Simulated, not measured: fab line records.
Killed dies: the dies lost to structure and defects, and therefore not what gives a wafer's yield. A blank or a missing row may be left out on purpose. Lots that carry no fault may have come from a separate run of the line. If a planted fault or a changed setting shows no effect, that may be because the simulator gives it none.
fab line records ; flow n5Finfet
[record] lots = 7; wafers = 21
route steps=1938 shown BEOL_M3@941 BEOL_M4@1028
startH: the number of hours between the record's first day and the start of the first shown wafer of the lot ; waitH: how many hours have passed since the lot's step before this one ; " identical to the entry in the row above ; L1.1+2: several wafers, shown together as one row ; - no value, or no start was given ; * or withheld: withheld ; < > ~ a bound
route shown NAME@n: NAME is a module with steps in the file, n the number in the route of the first one ; usual: mean/standard deviation of fault-free wafers ; same: alike in all rows ; chamber/n: place in a boat ; sites: readings site by site ; _std_site: standard deviation across them ; _edge_site: inner sites' mean taken away from outer sites' mean ; radiusMm: how far each site lies from the wafer's centre ; mask NAME#n: copy n ; behind: the tool/chamber that last shaped the wafer ; hold: cause of the lot's hold/its duration in hours/its outcome ; device: whichever transistor did not switch (one of n, p or np) ; end of line: tests of these same wafers at the route's end ; where a step has no rows: the recipe by itself ; killed: at the first sort, the dies lost to defects and structure; wafer yield is something else ; map: per-die view of a wafer (x killed, . not killed, _ where there is no die)
set.NAME: the setting that was run; set.NAME@STEP: the one run at that earlier step ; model.NAME: the simulator's own value behind a step, which no gauge read
lots with deliberately changed settings; one table per step, one row per wafer
[[steps]]
[step N5_BEOL_M3_EXPOSE_08]
[recipe] maskId = M3; na = 0.33; sourceShape = dipole; sigmaInner = 0.369; sigmaOuter = 0.767; polarization = unpolarized; doseMj = 33
lot.wafer;tool;chamber;startH;waitH;mask;set.doseMj
L075.1+2+5;euvScanner-02;0;175.47;-;M3#0;33
L080.2;euvScanner-02;0;209.26;-;M3#0;33
L080.5+6;euvScanner-02;0;209.26;-;M3#0;34.93
L081.1+3+5;euvScanner-02;0;209.83;-;M3#0;30.86
L084.1+3;euvScanner-02;0;228.06;-;M3#0;33
L084.2;euvScanner-02;0;228.06;-;M3#0;35.09
L088.2+3+5;euvScanner-01;0;249.15;-;M3#0;33
L092.1+4+5;euvScanner-02;0;278.36;-;M3#0;33
L096.1+2+3;euvScanner-02;0;308.43;-;M3#0;33
[step N5_BEOL_M3_PEB_09]
[recipe] pebTempC = 100; pebTimeS = 60; resist = CAR-EUV
[step N5_BEOL_M3_DEVELOP_10]
[recipe] developTimeS = 30; developer = TMAH; resist = CAR-EUV; rinseLiquid = surfactantRinse; dry = airSpin; devTempC = 23
[step N5_BEOL_M3_CD_MEAS_11]
[recipe] targetCdNm = 17.05; landingEnergyEv = 500; detector = seInlens; polarity = opening
[usual] cdNm = 17.06/0.24
lot.wafer;tool;chamber;startH;waitH;set.doseMj@BEOL_M3_EXPOSE_08;cdNm
L075.1;cdSem-02;0;175.59;-;33;17.01
L075.2;cdSem-02;0;175.59;-;33;17.07
L075.5;cdSem-02;0;175.59;-;33;17.12
L080.2;cdSem-02;0;209.38;-;33;17.02
L080.5;cdSem-02;0;209.38;-;34.93;18.58
L080.6;cdSem-02;0;209.38;-;34.93;18.58
L081.1;cdSem-01;0;209.95;-;30.86;15.94
L081.3;cdSem-01;0;209.95;-;30.86;16.06
L081.5;cdSem-01;0;209.95;-;30.86;16.23
L084.1;cdSem-02;0;228.19;-;33;17.11
L084.2;cdSem-02;0;228.19;-;35.09;18.29
L084.3;cdSem-02;0;228.19;-;33;16.71
L088.2;cdSem-02;0;249.27;-;33;17.35
L088.3;cdSem-02;0;249.27;-;33;17.44
L088.5;cdSem-02;0;249.27;-;33;17.06
L092.1;cdSem-01;0;278.49;-;33;17.10
L092.4;cdSem-01;0;278.49;-;33;17.30
L092.5;cdSem-01;0;278.49;-;33;17.20
L096.1;cdSem-01;0;308.55;-;33;17.18
L096.2;cdSem-01;0;308.55;-;33;17.07
L096.3;cdSem-01;0;308.55;-;33;17.00
[step N5_BEOL_M3_DESCUM_16]
[recipe] chemistry = O2; timeS = 7; sourcePowerW = 50; biasPowerW = 20; pressureMtorr = 20; rfFrequencyHz = 2.712e+07; tempC = 40; resist = CAR-EUV; o2FlowSccm = 225
[step N5_BEOL_M3_ETCH_74]
[recipe] chemistry = N2/H2; target = underlayer; targetDepthA = 65; maskMaterial = CAR-EUV; timeS = 5.2; ionEnergyEv = 200; pressureMtorr = 30; sourceW = 840; biasW = 150; n2FlowSccm = 200; h2FlowSccm = 200; ends = cleared
lot.wafer;tool;chamber;startH;waitH;set.doseMj@BEOL_M3_EXPOSE_08;model.BEOL_M3.cdOffsetNm
L075.1+2+5;rieDiel-04;0,3,2;175.75;0.0;33;0
L080.2;rieDiel-04;1;209.54;0.0;33;0
L080.5;rieDiel-04;3;209.54;0.0;34.93;1
L080.6;rieDiel-04;2;209.54;0.0;34.93;1.2
L081.1;rieDiel-02;0;210.11;0.0;30.86;-1
L081.3+5;rieDiel-02;1,3;210.11;0.0;30.86;-1.2
L084.1+3;rieDiel-02;2,0;228.34;0.0;33;0
L084.2;rieDiel-02;1;228.34;0.0;35.09;1.2
L088.2+3;rieDiel-04;3,2;249.43;0.0;33;0
L088.5;rieDiel-04;0;249.43;0.0;33;0.2
L092.1+4+5;rieDiel-01;3,2,1;278.65;0.0;33;0.2
L096.1+2+3;rieDiel-02;3,0,2;308.71;0.0;33;0
[step N5_BEOL_M3_ETCH_63]
[recipe] chemistry = CF4; target = SiARC; targetDepthA = 156; maskMaterial = CAR-EUV; timeS = 26; ionEnergyEv = 80; pressureMtorr = 40; sourceW = 545; biasW = 36; Ar_flow_sccm = 100; cf4FlowSccm = 100; ends = cleared
lot.wafer;tool;chamber;startH;waitH;set.doseMj@BEOL_M3_EXPOSE_08;model.BEOL_M3.cdOffsetNm
L075.1+2;rieDiel-04;0,3;175.77;0.0;33;0
L075.5;rieDiel-04;2;175.77;0.0;33;0.2
L080.2;rieDiel-04;1;209.56;0.0;33;-0.2
L080.5+6;rieDiel-04;3,2;209.56;0.0;34.93;1
L081.1+3+5;rieDiel-02;0,1,3;210.13;0.0;30.86;-1.2
L084.1+3;rieDiel-02;2,0;228.36;0.0;33;0
L084.2;rieDiel-02;1;228.36;0.0;35.09;1.2
L088.2;rieDiel-04;3;249.44;0.0;33;0
L088.3;rieDiel-04;2;249.44;0.0;33;-0.2
L088.5;rieDiel-04;0;249.44;0.0;33;0.2
L092.1+4+5;rieDiel-01;3,2,1;278.66;0.0;33;0.2
L096.1;rieDiel-02;3;308.73;0.0;33;-0.2
L096.2+3;rieDiel-02;0,2;308.73;0.0;33;0
[step N5_BEOL_M3_ETCH_64]
[recipe] chemistry = N2/H2; target = SOC; targetDepthA = 750; overetchA = 150; maskMaterial = SiARC; tempC = 40; timeS = 112.5; ionEnergyEv = 200; pressureMtorr = 30; sourceW = 840; biasW = 150; n2FlowSccm = 200; h2FlowSccm = 200
[step N5_BEOL_M3_STRIP_65]
[recipe] chemistry = N2/H2; tempC = 40; n2FlowSccm = 200; h2FlowSccm = 200; rfFrequencyHz = 6e+07
[step N5_BEOL_M3_STRIP_75]
[recipe] chemistry = N2/H2; tempC = 40; n2FlowSccm = 200; h2FlowSccm = 200; rfFrequencyHz = 6e+07
[step N5_BEOL_M3_STRIP_66]
[recipe] chemistry = CF4; resist = SiARC; powerW = 300; biasPowerW = 75; pressureMtorr = 50; cf4FlowSccm = 150; rfFrequencyHz = 6e+07
[step N5_BEOL_M3_HM_OPEN_17]
[recipe] chemistry = Cl2/BCl3; targetDepthA = 200; overetchA = 60; target = TiN; maskMaterial = SOC; ionEnergyEv = 150; pressureMtorr = 10; icpW = 1000; biasW = 126; Cl2_flow_sccm = 53.25; bcl3FlowSccm = 21.75; Ar_flow_sccm = 25
lot.wafer;tool;chamber;startH;waitH;set.doseMj@BEOL_M3_EXPOSE_08;model.BEOL_M3.cdOffsetNm
L075.1;rieMetal-03;1;175.96;0.0;33;0
L075.2;rieMetal-03;0;175.96;0.0;33;-0.2
L075.5;rieMetal-03;1;175.96;0.0;33;0.2
L080.2;rieMetal-01;1;209.75;0.0;33;0
L080.5;rieMetal-01;1;209.75;0.0;34.93;1
L080.6;rieMetal-01;0;209.75;0.0;34.93;1.2
L081.1+3+5;rieMetal-01;1,0,0;210.32;0.0;30.86;-1.2
L084.1;rieMetal-02;0;228.56;0.0;33;0.4
L084.2;rieMetal-02;0;228.56;0.0;35.09;1.2
L084.3;rieMetal-02;0;228.56;0.0;33;0
L088.2+5;rieMetal-03;0;249.67;0.1;33;0
L088.3;rieMetal-03;0;249.67;0.1;33;-0.2
L092.1+5;rieMetal-02;1,0;278.87;0.0;33;0.2
L092.4;rieMetal-02;0;278.87;0.0;33;0
L096.1;rieMetal-01;1;308.92;0.0;33;0
L096.2+3;rieMetal-01;0;308.92;0.0;33;0.2
[step N5_BEOL_M3_STRIP_19]
[recipe] chemistry = O2; powerW = 400; tempC = 40; pressureMtorr = 30; rfFrequencyHz = 6e+07; biasPowerW = 0; overashFraction = 0.2; o2FlowSccm = 225
[step N5_BEOL_M3_PRECLEAN_42]
[recipe] chemistry = residueRemover; timeS = 60; tempC = 40
[step N5_BEOL_M3_SRD_43]
[recipe] timeS = 30; tempC = 23; rinseLiquid = diw; dry = ipaMarangoni
[step N5_BEOL_M3_CD_MEAS_35]
[recipe] targetCdNm = 18; targetCdYNm = 21; polarity = opening
[usual] cdNm = 18.04/0.28
lot.wafer;tool;chamber;startH;waitH;set.doseMj@BEOL_M3_EXPOSE_08;cdNm
L075.1;cdSem-02;-;182.57;0.0;33;18.07
L075.2;cdSem-02;-;182.57;0.0;33;17.90
L075.5;cdSem-02;-;182.57;0.0;33;17.95
L080.2;cdSem-01;-;223.18;0.0;33;18.23
L080.5;cdSem-01;-;223.18;0.0;34.93;19.42
L080.6;cdSem-01;-;223.18;0.0;34.93;19.00
L081.1;cdSem-02;-;229.22;0.0;30.86;17.04
L081.3;cdSem-02;-;229.22;0.0;30.86;16.61
L081.5;cdSem-02;-;229.22;0.0;30.86;16.93
L084.1;cdSem-02;-;233.14;0.0;33;18.52
L084.2;cdSem-02;-;233.14;0.0;35.09;19.15
L084.3;cdSem-02;-;233.14;0.0;33;18.04
L088.2;cdSem-03;-;260.67;0.0;33;18.13
L088.3;cdSem-03;-;260.67;0.0;33;17.95
L088.5;cdSem-03;-;260.67;0.0;33;18.20
L092.1;cdSem-01;-;280.61;0.0;33;17.85
L092.4;cdSem-01;-;280.61;0.0;33;17.70
L092.5;cdSem-01;-;280.61;0.0;33;18.02
L096.1;cdSem-02;-;311.53;0.0;33;18.04
L096.2;cdSem-02;-;311.53;0.0;33;18.02
L096.3;cdSem-02;-;311.53;0.0;33;17.99
[step N5_BEOL_M4_COAT_05]
[recipe] resist = CAR-EUV; spinRpm = 1500; resistThkNm = 30
lot.wafer;tool;chamber;startH;waitH;set.spinRpm;model.CAR-EUV_of_BEOL_M4_COAT_05.thkNm
L075.1+2+5;lithoTrack-01;0;-;-;1500;30
L080.2;lithoTrack-01;0;-;-;1371;31.4
L080.5;lithoTrack-01;0;-;-;1371;31.2
L080.6;lithoTrack-01;0;-;-;1500;30
L081.1+5;lithoTrack-04;0;-;-;1334;31.8
L081.3;lithoTrack-04;0;-;-;1500;30.2
L084.1+2+3;lithoTrack-04;0;-;-;1428;30.8
L088.2+3;lithoTrack-04;0;-;-;1500;30
L088.5;lithoTrack-04;0;-;-;1500;29.8
L092.1+4+5;lithoTrack-05;0;-;-;1500;30
L096.1+2+3;lithoTrack-01;0;-;-;1500;30
[step N5_BEOL_M4_EBR_07]
[recipe] solvent = PGMEA; ebrWidthMm = 1.5
[step N5_BEOL_M4_SOFTBAKE_06]
[recipe] tempC = 110; timeS = 60; resist = CAR-EUV
[step N5_BEOL_M4_EXPOSE_08]
[recipe] maskId = M4; na = 0.33; sourceShape = dipole; sigmaInner = 0.369; sigmaOuter = 0.767; polarization = unpolarized; doseMj = 41.25
[step N5_BEOL_M4_PEB_09]
[recipe] pebTempC = 100; pebTimeS = 60; resist = CAR-EUV
[step N5_BEOL_M4_DEVELOP_10]
[recipe] developTimeS = 30; developer = TMAH; resist = CAR-EUV; rinseLiquid = surfactantRinse; dry = airSpin; devTempC = 23
lot.wafer;tool;chamber;startH;waitH;set.spinRpm@BEOL_M4_COAT_05;model.CAR-EUV_of_BEOL_M4_COAT_05.thkNm
L075.1+2+5;lithoTrack-04;0;-;-;1500;29.4
L080.2;lithoTrack-04;0;-;-;1371;31
L080.5;lithoTrack-04;0;-;-;1371;30.8
L080.6;lithoTrack-04;0;-;-;1500;29.6
L081.1+5;lithoTrack-04;0;-;-;1334;31.4
L081.3;lithoTrack-04;0;-;-;1500;29.6
L084.1+2;lithoTrack-01;0;-;-;1428;30.4
L084.3;lithoTrack-01;0;-;-;1428;30.2
L088.2+3;lithoTrack-04;0;-;-;1500;29.6
L088.5;lithoTrack-04;0;-;-;1500;29.4
L092.1;lithoTrack-01;0;-;-;1500;29.6
L092.4+5;lithoTrack-01;0;-;-;1500;29.4
L096.1+2;lithoTrack-01;0;-;-;1500;29.6
L096.3;lithoTrack-01;0;-;-;1500;29.4
[step N5_BEOL_M4_DESCUM_16]
[recipe] chemistry = O2; timeS = 7; sourcePowerW = 50; biasPowerW = 20; pressureMtorr = 20; rfFrequencyHz = 2.712e+07; tempC = 40; resist = CAR-EUV; o2FlowSccm = 225
lot.wafer;tool;chamber;startH;waitH;set.timeS;set.spinRpm@BEOL_M4_COAT_05;model.CAR-EUV_of_BEOL_M4_COAT_05.thkNm
L075.1+5;rieDiel-05;1;189.48;0.1;5.59;1500;26.6
L075.2;rieDiel-05;0;189.48;0.1;7;1500;26
L080.2;rieDiel-03;1;229.53;1.1;7;1371;27.4
L080.5;rieDiel-03;2;229.53;1.1;6.225;1371;27.8
L080.6;rieDiel-03;1;229.53;1.1;7;1500;26.2
L081.1;rieDiel-03;3;235.98;2.1;7;1334;27.8
L081.3;rieDiel-03;0;235.98;2.1;7;1500;26.2
L081.5;rieDiel-03;3;235.98;2.1;7.926;1334;27.4
L084.1;rieDiel-03;2;240.15;1.4;7.559;1428;26.6
L084.2+3;rieDiel-03;0,1;240.15;1.4;7;1428;26.8
L088.2+3+5;rieDiel-06;1,2,2;266.48;0.1;7;1500;26
L092.1;rieDiel-05;0;288.18;0.2;8.152;1500;25.4
L092.4+5;rieDiel-05;1,0;288.18;0.2;7;1500;26
L096.1+3;rieDiel-06;3,2;316.87;0.1;7;1500;26
L096.2;rieDiel-06;0;316.87;0.1;7;1500;26.2
[step N5_BEOL_M4_ETCH_74]
[recipe] chemistry = N2/H2; target = underlayer; targetDepthA = 65; maskMaterial = CAR-EUV; timeS = 5.2; ionEnergyEv = 200; pressureMtorr = 30; sourceW = 840; biasW = 150; n2FlowSccm = 200; h2FlowSccm = 200; ends = cleared
lot.wafer;tool;chamber;startH;waitH;set.spinRpm@BEOL_M4_COAT_05;set.timeS@BEOL_M4_DESCUM_16;model.CAR-EUV_of_BEOL_M4_COAT_05.thkNm
L075.1+5;rieDiel-05;1;189.52;0.0;1500;5.59;21
L075.2;rieDiel-05;0;189.52;0.0;1500;7;20.2
L080.2;rieDiel-03;1;229.57;0.0;1371;7;21.8
L080.5;rieDiel-03;2;229.57;0.0;1371;6.225;22
L080.6;rieDiel-03;1;229.57;0.0;1500;7;20.4
L081.1;rieDiel-03;3;236.01;0.0;1334;7;22.2
L081.3;rieDiel-03;0;236.01;0.0;1500;7;20.4
L081.5;rieDiel-03;3;236.01;0.0;1334;7.926;21.8
L084.1;rieDiel-03;2;240.18;0.0;1428;7.559;20.8
L084.2;rieDiel-03;0;240.18;0.0;1428;7;21.2
L084.3;rieDiel-03;1;240.18;0.0;1428;7;21
L088.2+3;rieDiel-06;1,2;266.52;0.0;1500;7;20.4
L088.5;rieDiel-06;2;266.52;0.0;1500;7;20.2
L092.1;rieDiel-05;0;288.22;0.0;1500;8.152;19.8
L092.4+5;rieDiel-05;1,0;288.22;0.0;1500;7;20.2
L096.1+2;rieDiel-06;3,0;316.90;0.0;1500;7;20.4
L096.3;rieDiel-06;2;316.90;0.0;1500;7;20.2
[step N5_BEOL_M4_ETCH_63]
[recipe] chemistry = CF4; target = SiARC; targetDepthA = 156; maskMaterial = CAR-EUV; timeS = 26; ionEnergyEv = 80; pressureMtorr = 40; sourceW = 545; biasW = 36; Ar_flow_sccm = 100; cf4FlowSccm = 100; ends = cleared
lot.wafer;tool;chamber;startH;waitH;set.spinRpm@BEOL_M4_COAT_05;set.timeS@BEOL_M4_DESCUM_16;model.CAR-EUV_of_BEOL_M4_COAT_05.thkNm
L075.1+5;rieDiel-05;1;189.54;0.0;1500;5.59;11.6
L075.2;rieDiel-05;0;189.54;0.0;1500;7;11
L080.2;rieDiel-03;1;229.58;0.0;1371;7;12.6
L080.5;rieDiel-03;2;229.58;0.0;1371;6.225;12.8
L080.6;rieDiel-03;1;229.58;0.0;1500;7;11.2
L081.1;rieDiel-03;3;236.03;0.0;1334;7;13
L081.3;rieDiel-03;0;236.03;0.0;1500;7;11.2
L081.5;rieDiel-03;3;236.03;0.0;1334;7.926;12.6
L084.1;rieDiel-03;2;240.20;0.0;1428;7.559;11.6
L084.2;rieDiel-03;0;240.20;0.0;1428;7;12
L084.3;rieDiel-03;1;240.20;0.0;1428;7;11.8
L088.2+3;rieDiel-06;1,2;266.53;0.0;1500;7;11.2
L088.5;rieDiel-06;2;266.53;0.0;1500;7;11
L092.1;rieDiel-05;0;288.23;0.0;1500;8.152;10.6
L092.4+5;rieDiel-05;1,0;288.23;0.0;1500;7;11
L096.1+2;rieDiel-06;3,0;316.92;0.0;1500;7;11.2
L096.3;rieDiel-06;2;316.92;0.0;1500;7;11
[step N5_BEOL_M4_COAT_67]
[recipe] resist = SOC; tempC = 250; timeS = 60; spinRpm = 1500; resistThkNm = 60
lot.wafer;tool;chamber;startH;waitH;set.spinRpm;model.SOC_of_BEOL_M4_COAT_67.thkNm
L075.1;lithoTrack-01;0;190.31;0.0;1442;61
L075.2;lithoTrack-01;0;190.31;0.0;1442;60.8
L075.5;lithoTrack-01;0;190.31;0.0;1500;60
L080.2;lithoTrack-04;0;230.01;0.0;1500;59.8
L080.5;lithoTrack-04;0;230.01;0.0;1556;58.8
L080.6;lithoTrack-04;0;230.01;0.0;1500;60
L081.1;lithoTrack-01;0;236.61;0.0;1500;60.4
L081.3;lithoTrack-01;0;236.61;0.0;1500;60.2
L081.5;lithoTrack-01;0;236.61;0.0;1550;59.2
L084.1+3;lithoTrack-05;0;240.66;0.0;1668;57
L084.2;lithoTrack-05;0;240.66;0.0;1500;60.2
L088.2+3+5;lithoTrack-04;0;267.05;0.0;1500;60
L092.1+5;lithoTrack-04;0;288.82;0.0;1574;58.8
L092.4;lithoTrack-04;0;288.82;0.0;1500;60
L096.1+2;lithoTrack-01;0;317.34;0.0;1500;60.2
L096.3;lithoTrack-01;0;317.34;0.0;1500;60
[step N5_BEOL_M4_COAT_22]
[recipe] resist = CAR-EUV; spinRpm = 1500; resistThkNm = 30
lot.wafer;tool;chamber;startH;waitH;set.spinRpm;model.CAR-EUV_of_BEOL_M4_COAT_22.thkNm
L075.1+2+5;lithoTrack-01;0;-;-;1500;30
L080.2+5;lithoTrack-04;0;-;-;1500;30
L080.6;lithoTrack-04;0;-;-;1456;30.4
L081.1;lithoTrack-01;0;-;-;1604;29
L081.3+5;lithoTrack-01;0;-;-;1500;30
L084.1+2;lithoTrack-05;0;-;-;1500;30.2
L084.3;lithoTrack-05;0;-;-;1394;31.2
L088.2+3+5;lithoTrack-04;0;-;-;1500;30
L092.1;lithoTrack-04;0;-;-;1355;31.4
L092.4;lithoTrack-04;0;-;-;1500;29.8
L092.5;lithoTrack-04;0;-;-;1355;31.6
L096.1+2;lithoTrack-01;0;-;-;1500;30.2
L096.3;lithoTrack-01;0;-;-;1623;29
[step N5_BEOL_M4_EBR_24]
[recipe] solvent = PGMEA; ebrWidthMm = 1.5
[step N5_BEOL_M4_SOFTBAKE_23]
[recipe] tempC = 110; timeS = 60; resist = CAR-EUV
[step N5_BEOL_M4_DESCUM_33]
[recipe] chemistry = O2; timeS = 7; sourcePowerW = 50; biasPowerW = 20; pressureMtorr = 20; rfFrequencyHz = 2.712e+07; tempC = 40; resist = CAR-EUV; o2FlowSccm = 225
[step N5_BEOL_M4_ETCH_77]
[recipe] chemistry = N2/H2; target = underlayer; targetDepthA = 65; maskMaterial = CAR-EUV; timeS = 5.2; ionEnergyEv = 200; pressureMtorr = 30; sourceW = 840; biasW = 150; n2FlowSccm = 200; h2FlowSccm = 200; ends = cleared
[step N5_BEOL_M4_ETCH_69]
[recipe] chemistry = CF4; target = SiARC; targetDepthA = 156; maskMaterial = CAR-EUV; timeS = 26; ionEnergyEv = 80; pressureMtorr = 40; sourceW = 545; biasW = 36; Ar_flow_sccm = 100; cf4FlowSccm = 100; ends = cleared
lot.wafer;tool;chamber;startH;waitH;set.spinRpm@BEOL_M4_COAT_22;model.CAR-EUV_of_BEOL_M4_COAT_22.thkNm
L075.1+2;rieDiel-05;0,3;191.45;0.0;1500;11
L075.5;rieDiel-05;2;191.45;0.0;1500;11.2
L080.2+5;rieDiel-06;3;231.31;0.0;1500;11
L080.6;rieDiel-06;0;231.31;0.0;1456;11.4
L081.1;rieDiel-03;1;238.56;0.0;1604;10.2
L081.3+5;rieDiel-03;0,1;238.56;0.0;1500;11.2
L084.1+2;rieDiel-03;1,0;243.70;0.0;1500;11.2
L084.3;rieDiel-03;2;243.70;0.0;1394;12.2
L088.2;rieDiel-06;0;267.82;0.0;1500;11.2
L088.3+5;rieDiel-06;2,1;267.82;0.0;1500;11
L092.1+5;rieDiel-05;1;289.38;0.0;1355;12.6
L092.4;rieDiel-05;2;289.38;0.0;1500;11
L096.1+2;rieDiel-06;2,1;318.00;0.0;1500;11.2
L096.3;rieDiel-06;0;318.00;0.0;1623;10.2
[step N5_BEOL_M4_ALD_98]
[recipe] material = SiO2; targetThkA = 25; tempC = 100; aldPrecursorFamily = BDEAS; aldCoReactant = O2-plasma; pulseTimeS = 1; coReactantPulseTimeS = 1; purgeTimeS = 2; coReactantPurgeTimeS = 2; aldCycles = 17; pressureTorr = 2
[step N5_BEOL_M4_ETCHBACK_99]
[recipe] chemistry = CHF3; target = SiO2; targetDepthA = 50; timeS = 10.4; sourceW = 215; biasW = 47; Ar_flow_sccm = 200; CHF3_flow_sccm = 12; ionEnergyEv = 100; pressureMtorr = 30
[step N5_BEOL_M4_ETCH_70]
[recipe] chemistry = N2/H2; target = SOC; targetDepthA = 800; overetchA = 240; maskMaterial = SiARC; tempC = 40; timeS = 130; ionEnergyEv = 200; pressureMtorr = 30; sourceW = 840; biasW = 150; n2FlowSccm = 200; h2FlowSccm = 200
lot.wafer;tool;chamber;startH;waitH;set.spinRpm@BEOL_M4_COAT_67;model.etch.depthNm
L075.1;rieDiel-03;0;203.67;0.0;1442;60.95
L075.2;rieDiel-03;1;203.67;0.0;1442;60.88
L075.5;rieDiel-03;1;203.67;0.0;1500;59.92
L080.2;rieDiel-06;2;242.52;0.0;1500;59.85
L080.5;rieDiel-06;2;242.52;0.0;1556;58.81
L080.6;rieDiel-06;3;242.52;0.0;1500;60.02
L081.1;rieDiel-03;3;248.30;0.0;1500;60.31
L081.3;rieDiel-03;0;248.30;0.0;1500;60.21
L081.5;rieDiel-03;1;248.30;0.0;1550;59.17
L084.1;rieDiel-06;1;271.56;0.0;1668;57.03
L084.2;rieDiel-06;2;271.56;0.0;1500;60.24
L084.3;rieDiel-06;0;271.56;0.0;1668;56.94
L088.2;rieDiel-03;2;283.67;0.0;1500;59.91
L088.3;rieDiel-03;1;283.67;0.0;1500;59.98
L088.5;rieDiel-03;0;283.67;0.0;1500;59.93
L092.1;rieDiel-03;2;317.83;0.0;1574;58.8
L092.4;rieDiel-03;3;317.83;0.0;1500;60.04
L092.5;rieDiel-03;3;317.83;0.0;1574;58.81
L096.1;rieDiel-03;1;318.76;0.0;1500;60.13
L096.2;rieDiel-03;0;318.76;0.0;1500;60.12
L096.3;rieDiel-03;2;318.76;0.0;1500;60.04
[step N5_BEOL_M4_STRIP_71]
[recipe] chemistry = N2/H2; tempC = 40; n2FlowSccm = 200; h2FlowSccm = 200; rfFrequencyHz = 6e+07
[step N5_BEOL_M4_STRIP_78]
[recipe] chemistry = N2/H2; tempC = 40; n2FlowSccm = 200; h2FlowSccm = 200; rfFrequencyHz = 6e+07
[step N5_BEOL_M4_VIA_ETCH_34]
[recipe] chemistry = C4F6/O2; targetDepthA = 694; maskMaterial = SOC; pressureMtorr = 15; ionEnergyEv = 250; taperDeg = 4; timeS = 65.9; sourceW = 350; biasW = 170; Ar_flow_sccm = 300; C4F6_flow_sccm = 10; O2_flow_sccm = 10
lot.wafer;tool;chamber;startH;waitH;set.spinRpm@BEOL_M4_COAT_67;model.SOC_of_BEOL_M4_COAT_67.thkNm
L075.1;rieDiel-03;0;203.77;0.0;1442;53
L075.2;rieDiel-03;1;203.77;0.0;1442;52.8
L075.5;rieDiel-03;1;203.77;0.0;1500;51.8
L080.2+6;rieDiel-06;2,3;242.63;0.0;1500;51.8
L080.5;rieDiel-06;2;242.63;0.0;1556;50.8
L081.1+3;rieDiel-03;3,0;248.41;0.0;1500;52.4
L081.5;rieDiel-03;1;248.41;0.0;1550;50.8
L084.1;rieDiel-06;1;271.67;0.0;1668;49
L084.2;rieDiel-06;2;271.67;0.0;1500;52.2
L084.3;rieDiel-06;0;271.67;0.0;1668;48.6
L088.2+3;rieDiel-03;2,1;283.78;0.0;1500;51.6
L088.5;rieDiel-03;0;283.78;0.0;1500;52
L092.1+5;rieDiel-03;2,3;317.94;0.0;1574;50.6
L092.4;rieDiel-03;3;317.94;0.0;1500;51.8
L096.1+3;rieDiel-03;1,2;318.87;0.0;1500;51.8
L096.2;rieDiel-03;0;318.87;0.0;1500;52.2
[[key]]
[split] step = N5_BEOL_M3_EXPOSE_08; setting = doseMj; stated = 33; by = wafer
[response] step = N5_BEOL_M3_CD_MEAS_11; reading = cdNm; change = +0.24; per = 1%; r = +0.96
[response] step = N5_BEOL_M3_ETCH_74; reading = model.BEOL_M3.cdOffsetNm; change = +0.189; per = 1%; r = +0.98
[response] step = N5_BEOL_M3_ETCH_63; reading = model.BEOL_M3.cdOffsetNm; change = +0.197; per = 1%; r = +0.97
[response] step = N5_BEOL_M3_HM_OPEN_17; reading = model.BEOL_M3.cdOffsetNm; change = +0.172; per = 1%; r = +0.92
[response] step = N5_BEOL_M3_CD_MEAS_35; reading = cdNm; change = +0.151; per = 1%; r = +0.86
[split] step = N5_BEOL_M4_COAT_05; setting = spinRpm; stated = 1500; by = wafer
[response] step = N5_BEOL_M4_COAT_05; reading = model.CAR-EUV_of_BEOL_M4_COAT_05.thkNm; change = -0.147; per = 1%; r = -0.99
[response] step = N5_BEOL_M4_DEVELOP_10; reading = model.CAR-EUV_of_BEOL_M4_COAT_05.thkNm; change = -0.158; per = 1%; r = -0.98
[response] step = N5_BEOL_M4_DESCUM_16; reading = model.CAR-EUV_of_BEOL_M4_COAT_05.thkNm; change = -0.14; per = 1%; r = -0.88
[response] step = N5_BEOL_M4_ETCH_74; reading = model.CAR-EUV_of_BEOL_M4_COAT_05.thkNm; slope = -0.16; per = 1%; togetherWith = timeS@BEOL_M4_DESCUM_16; explained = 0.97
[response] step = N5_BEOL_M4_ETCH_63; reading = model.CAR-EUV_of_BEOL_M4_COAT_05.thkNm; slope = -0.159; per = 1%; togetherWith = timeS@BEOL_M4_DESCUM_16; explained = 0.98
[split] step = N5_BEOL_M4_DESCUM_16; setting = timeS; stated = 7; by = wafer
[response] step = N5_BEOL_M4_DESCUM_16; reading = model.CAR-EUV_of_BEOL_M4_COAT_05.thkNm; slope = -0.0318; per = 1%; togetherWith = spinRpm@BEOL_M4_COAT_05; explained = 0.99
[response] step = N5_BEOL_M4_ETCH_74; reading = model.CAR-EUV_of_BEOL_M4_COAT_05.thkNm; slope = -0.0313; per = 1%; togetherWith = spinRpm@BEOL_M4_COAT_05; explained = 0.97
[response] step = N5_BEOL_M4_ETCH_63; reading = model.CAR-EUV_of_BEOL_M4_COAT_05.thkNm; slope = -0.0275; per = 1%; togetherWith = spinRpm@BEOL_M4_COAT_05; explained = 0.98
[split] step = N5_BEOL_M4_COAT_67; setting = spinRpm; stated = 1500; by = wafer
[response] step = N5_BEOL_M4_COAT_67; reading = model.SOC_of_BEOL_M4_COAT_67.thkNm; change = -0.279; per = 1%; r = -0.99
[response] step = N5_BEOL_M4_ETCH_70; reading = model.etch.depthNm; change = -0.286; per = 1%; r = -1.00
[response] step = N5_BEOL_M4_VIA_ETCH_34; reading = model.SOC_of_BEOL_M4_COAT_67.thkNm; change = -0.302; per = 1%; r = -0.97
[split] step = N5_BEOL_M4_COAT_22; setting = spinRpm; stated = 1500; by = wafer
[response] step = N5_BEOL_M4_COAT_22; reading = model.CAR-EUV_of_BEOL_M4_COAT_22.thkNm; change = -0.155; per = 1%; r = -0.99
[response] step = N5_BEOL_M4_ETCH_69; reading = model.CAR-EUV_of_BEOL_M4_COAT_22.thkNm; change = -0.145; per = 1%; r = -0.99
